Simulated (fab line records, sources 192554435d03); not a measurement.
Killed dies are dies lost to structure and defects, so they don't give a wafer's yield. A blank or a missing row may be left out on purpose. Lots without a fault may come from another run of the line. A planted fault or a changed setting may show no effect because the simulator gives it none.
Split-lot experiment | flow n5_finfet | 7 lots, 21 wafers read, on a route of 1938 steps

THE SPLIT
At N5_SD_EPI_P_PEB_07 (peb time 60 s), the setting peb_time_s was moved away from the recipe's 60 s on 6 of the 21 wafers read, by -22.2% to +19.4%. The other wafers ran this setting at the recipe's value.

FROM THE SPLIT TO THE READING: what the file shows between them, 1 step
- N5_SD_EPI_P_DEVELOP_08: develop time 30 s

THE READING
cd_nm, in nm, at N5_SD_EPI_P_CD_MEAS_09 (target cd 240 nm). Fault-free wafers of this fab line usually give 239.9 nm, standard deviation 1 nm.

wafer  | tool, chamber at the split | peb_time_s as run, s | against the recipe | cd_nm, nm | against lot-mates on the recipe
L076.3 | litho_track-03, 0          | 60                   | recipe             | 235.8     | -
L076.4 | litho_track-03, 0          | 60                   | recipe             | 236.8     | -
L076.5 | litho_track-03, 0          | 60                   | recipe             | 238.8     | -
L079.1 | litho_track-05, 0          | 71.66                | +19.4%             | 245.9     | +2.6
L079.5 | litho_track-05, 0          | 60                   | recipe             | 243.3     | -
L079.6 | litho_track-05, 0          | 71.66                | +19.4%             | 245.8     | +2.5
L086.1 | litho_track-03, 0          | 60                   | recipe             | 235.7     | -
L086.4 | litho_track-03, 0          | 60                   | recipe             | 236.9     | -
L086.6 | litho_track-03, 0          | 46.68                | -22.2%             | 227.1     | -9.2
L087.4 | litho_track-03, 0          | 60                   | recipe             | 237.0     | -
L087.5 | litho_track-03, 0          | 48.01                | -20.0%             | 231.5     | -5.5
L087.6 | litho_track-03, 0          | 48.01                | -20.0%             | 230.0     | -7.0
L088.1 | litho_track-01, 0          | 52.95                | -11.7%             | 235.7     | -5.6
L088.5 | litho_track-01, 0          | 60                   | recipe             | 241.5     | -
L088.6 | litho_track-01, 0          | 60                   | recipe             | 241.1     | -
L096.1 | litho_track-01, 0          | 60                   | recipe             | 241.5     | -
L096.2 | litho_track-01, 0          | 60                   | recipe             | 243.6     | -
L096.6 | litho_track-01, 0          | 60                   | recipe             | 240.2     | -
L097.1 | litho_track-01, 0          | 60                   | recipe             | 241.0     | -
L097.3 | litho_track-01, 0          | 60                   | recipe             | 239.9     | -
L097.6 | litho_track-01, 0          | 60                   | recipe             | 240.2     | -

THE FIT
A straight line over all 21 wafers: cd_nm changes by +0.415 nm for each +1% of peb_time_s; r = +0.88; the points scatter about the line by 2.4 nm.
The same after taking each lot's own level away (the mean of its wafers on the recipe; 21 wafers): +0.274 nm for each +1%; r = +0.90; scatter 1.4 nm.
On that fit, the largest move of peb_time_s shifts the reading by 6.1 nm.
The lots' own levels span 236.30 to 243.30 nm, that is 7.0 times the standard deviation above.
So the lot-to-lot level changes the slope: the two fits differ.
Check: with one of the wafers moved furthest among these (-22.2%) left out of the fit, the line predicts -5.85 nm for it against its lot-mates. It came out at -9.2 nm against them.

OTHER SPLITS ON THESE WAFERS
These wafers also went through other splits before the reading. Each is held against what the fit with the lots' levels taken away leaves over:
other split on the same wafers                    | wafers away from the commonest value | r with cd_nm (lot level and that fit taken away)
N5_WELL_APT_COAT_02 spin_rpm                      | 5                                    | -0.35
N5_PMOS_HMC_CHANNEL_EPI_PEB_07 peb_time_s         | 7                                    | -0.18
N5_PMOS_HMC_CHANNEL_EPI_DEVELOP_08 develop_time_s | 6                                    | -0.50
N5_FIN_SAQP_PECVD_48 time_s                       | 4                                    | +0.19
N5_DUMMY_GATE_CVD_03 temp_c                       | 18                                   | +0.30
N5_DUMMY_GATE_COAT_34 spin_rpm                    | 5                                    | +0.23

THE WHOLE CHAIN: every reading that the file lists as answering this split, in the file's order
step                   | what it does             | reading                                                         | change (the file's fit)               | r (the file's)
N5_SD_EPI_P_CD_MEAS_09 | target cd 240 nm         | cd_nm                                                           | +0.317 nm for each +1% of the setting | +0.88
N5_SD_EPI_P_DESCUM_14  | chemistry O2, time 7.9 s | SD_EPI_P.cd_nm (the simulator's own value, which no gauge read) | +0.309 nm for each +1% of the setting | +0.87

THE FILE'S OWN FIT
cd_nm changes by +0.317 nm for each +1% of peb_time_s, r = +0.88.
